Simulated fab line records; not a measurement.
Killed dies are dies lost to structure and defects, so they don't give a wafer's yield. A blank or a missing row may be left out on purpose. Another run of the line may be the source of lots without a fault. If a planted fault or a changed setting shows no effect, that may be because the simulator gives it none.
Which tool is to blame?	flow nand harc	23 lots with 69 wafers sampled at 3 steps, on a route of 1159 steps

== WHAT EACH GAUGE READ, for each wafer ==
NHARC_A_SOURCE_PLATE_THK_MEAS_06: measures by ellipsometry.
lot	measured	on	thk nm (nm)
L074	day 7 14:19	film metro-01	199.9 200.1 199.9
L076	day 7 21:14	film metro-01	195.4 200.0 196.5
L075	day 8 00:53	film metro-02	201.9 200.3 199.6
L077	day 8 00:53	film metro-01	203.8 205.1 203.4
L078	day 8 17:09	film metro-02	201.1 201.5 200.6
L079	day 8 17:09	film metro-01	196.8 202.6 196.7
L080	day 8 17:09	film metro-02	201.9 201.2 200.8
L081	day 9 01:26	film metro-02	200.9 202.1 203.1
L082	day 9 11:56	film metro-02	194.6 197.9 199.0
L083	day 9 18:01	film metro-01	202.7 205.6 204.4
L085	day 10 07:16	film metro-02	198.5 200.1 199.3
L084	day 10 07:16	film metro-01	199.8 201.9 200.5
L086	day 10 16:59	film metro-02	205.1 206.0 205.3
L087	day 10 16:59	film metro-01	200.1 203.2 203.3
L088	day 11 11:36	film metro-01	202.4 200.8 201.0
L089	day 11 11:36	film metro-02	203.9 204.4 203.5
L091	day 11 18:25	film metro-02	199.4 200.2 201.4
L090	day 11 18:25	film metro-02	200.5 200.5 201.1
L092	day 11 18:26	film metro-01	201.7 198.7 201.4
L094	day 12 11:07	film metro-02	200.2 199.6 199.9
L095	day 12 21:33	film metro-02	202.3 202.0 197.3
L096	day 12 21:33	film metro-01	201.8 202.2 201.7
L097	day 13 03:36	film metro-02	199.5 200.3 198.9

== EACH LOT AND THE TOOL THAT RAN IT (in order: tool; ch and the chambers of the sampled wafers; start) ==
lot	NHARC_P_M2_STRIP_18	NHARC_A_ZERO_WELL_ETCH_13
L074	rie diel-02 ch 1,2,3, day 6 07:40	rie si-01 ch 0,2,3, day 6 16:19
L076	rie diel-02 ch 1,2,3, day 6 14:55	rie si-05 ch 0,1,2, day 6 23:37
L075	rie diel-06 ch 1,2, day 6 18:27	rie si-01 ch 0,1, day 7 03:17
L077	rie diel-06 ch 2,3, day 6 19:40	rie si-05 ch 1,3, day 7 04:41
L078	rie diel-06 ch 0,3, day 7 09:04	rie si-04 ch 0,1,2, day 7 17:28
L079	rie diel-06 ch 0,2,3, day 7 09:43	rie si-05 ch 1,2, day 7 18:31
L080	rie diel-06 ch 0,1,2, day 7 10:53	rie si-01 ch 0,1,3, day 7 19:22
L081	rie diel-06 ch 1,2, day 7 18:45	rie si-01 ch 0,2,3, day 8 03:38
L082	rie diel-06 ch 0,2,3, day 8 03:25	rie si-05 ch 0,2, day 8 11:55
L083	rie diel-06 ch 0,1,3, day 8 09:57	rie si-01 ch 2,3, day 8 18:18
L085	rie diel-06 ch 0,1,3, day 8 19:01	rie si-04 ch 0,1,2, day 9 03:28
L084	rie diel-11 ch 0,1, day 8 20:02	rie si-01 ch 0,1,2, day 9 04:55
L086	rie diel-11 ch 1,2,3, day 9 08:45	rie si-05 ch 0,2,3, day 9 17:04
L087	rie diel-11 ch 0,1,2, day 9 09:49	rie si-01 ch 1,2,3, day 9 18:22
L088	rie diel-02 ch 0,2,3, day 10 05:55	rie si-01 ch 0,2,3, day 10 14:22
L089	rie diel-06 ch 1,2,3, day 10 07:52	rie si-04 ch 0,3, day 10 16:07
L091	rie diel-06 ch 1,2,3, day 10 10:37	rie si-05 ch 0,1,2, day 10 19:17
L090	rie diel-02 ch 2,3, day 10 11:39	rie si-01 ch 0,3, day 10 20:13
L092	rie diel-11 ch 0,1,3, day 10 14:30	rie si-04 ch 0,1,3, day 10 22:59
L094	rie diel-02 ch 0,2,3, day 11 04:41	rie si-01 ch 0,2,3, day 11 13:13
L095	rie diel-06 ch 0,1,3, day 11 15:37	rie si-04 ch 0,3, day 11 23:55
L096	rie diel-02 ch 1,2, day 11 16:11	rie si-01 ch 0,3, day 12 00:39
L097	rie diel-11 ch 1,2,3, day 11 21:26	rie si-04 ch 0,1,3, day 12 05:47
- NHARC_P_M2_STRIP_18: strips in N2/H2.
- NHARC_A_ZERO_WELL_ETCH_13: etches the open film in HBr/Cl2, target depth 120 nm, time 40.1 s.

== AS READ BY THE TOOLS THEMSELVES (means over the sampled wafers that have a number; for cases with no such wafer, the mark the record gives instead) ==
NHARC_P_M2_STRIP_18.
lot	tool	drypump motor current A (A)	oes product au (a.u.)	rf vpp V (V)	showerhead plenum p Torr (Torr)	throttle valve pct (%)
L074	rie diel-02	5.5	1.007	91.0	2.01	14.169
L076	rie diel-02	5.5	1.001	90.3	2.01	14.167
L075	rie diel-06	5.4	1.004	90.0	1.93	14.155
L077	rie diel-06	6.0	0.999	90.1	1.94	14.167
L078	rie diel-06	6.3	0.989	90.4	2.09	14.159
L079	rie diel-06	6.0	0.995	90.9	2.04	14.169
L080	rie diel-06	5.5	0.997	90.6	2.02	14.171
L081	rie diel-06	5.4	1.001	90.3	1.93	14.168
L082	rie diel-06	6.0	1.001	91.2	2.04	14.169
L083	rie diel-06	5.8	1.001	91.2	2.06	14.166
L085	rie diel-06	5.9	1.004	91.2	2.06	14.163
L084	rie diel-11	6.2	0.987	91.6	2.04	14.170
L086	rie diel-11	5.8	1.004	90.7	2.00	14.173
L087	rie diel-11	6.0	0.983	90.3	2.02	14.172
L088	rie diel-02	5.3	0.997	90.3	2.03	14.170
L089	rie diel-06	5.9	1.002	90.0	1.96	14.172
L091	rie diel-06	5.9	1.000	90.5	1.96	14.167
L090	rie diel-02	5.5	0.999	91.1	2.00	14.165
L092	rie diel-11	6.0	0.989	90.7	2.03	14.169
L094	rie diel-02	5.3	1.004	90.9	2.03	14.175
L095	rie diel-06	5.8	0.996	90.8	2.06	14.171
L096	rie diel-02	5.4	0.998	90.2	2.01	14.173
L097	rie diel-11	5.8	0.999	90.9	1.99	14.177

NHARC_A_ZERO_WELL_ETCH_13.
lot	tool	drypump motor current A (A)	he backside leak sccm (sccm)	mfc cl2 sccm (sccm)	oes product au (a.u.)	throttle valve pct (%)
L074	rie si-01	5.9	2.75	49.82	1.003	26.412
L076	rie si-05	5.7	2.57	49.91	1.001	26.409
L075	rie si-01	5.8	2.72	49.97	1.010	26.412
L077	rie si-05	6.1	2.86	49.94	0.991	26.407
L078	rie si-04	6.0	2.62	50.10	0.985	26.396
L079	rie si-05	5.6	2.52	50.17	0.996	26.395
L080	rie si-01	5.8	2.69	50.08	1.005	26.402
L081	rie si-01	5.9	2.84	50.06	1.006	26.409
L082	rie si-05	5.8	2.77	50.08	1.002	26.401
L083	rie si-01	6.3	3.01	49.96	1.002	26.409
L085	rie si-04	6.0	2.65	50.02	0.996	26.410
L084	rie si-01	6.0	2.77	49.98	1.016	26.405
L086	rie si-05	5.8	2.75	50.08	0.997	26.401
L087	rie si-01	6.1	2.85	50.04	1.003	26.404
L088	rie si-01	5.9	2.77	50.03	0.999	26.415
L089	rie si-04	5.5	2.48	49.78	0.994	26.411
L091	rie si-05	5.7	2.50	49.99	0.998	26.404
L090	rie si-01	5.6	2.73	49.94	1.001	26.396
L092	rie si-04	5.6	3.12	49.82	1.003	26.406
L094	rie si-01	5.9	2.78	49.88	1.002	26.409
L095	rie si-04	5.5	2.40	50.03	0.992	26.400
L096	rie si-01	5.7	2.68	49.98	1.002	26.405
L097	rie si-04	5.7	2.45	49.92	0.995	26.408

== THE ANSWER, worked out from the rows above alone ==
Rule: the usual values come from the lots themselves. The widest of any qualifying gaps counts: lots, ordered by their means at a reading, are off when they make up no more than a third of the lots, leave a main group of 4 or more, and stand apart from it by 3 or more times the standard deviation of that group's means. A main group whose means are all the same, to the digits that the tables above print for the reading, isn't used. Also off: a lot with no number at a reading for which 4 or more lots have one. All remaining lots with rows at the step are treated as sound. Order of review: gauges by route order, followed by the tools' own readings, for which a lot's mean as printed above is used. The first step at which some lot is off is used, and at that step the reading that is off furthest; a lot without a number counts as furthest.
No lot is off on any of the readings shown, so nothing can be concluded from this.

== WHAT THE SIMULATOR HAD INSERTED ==
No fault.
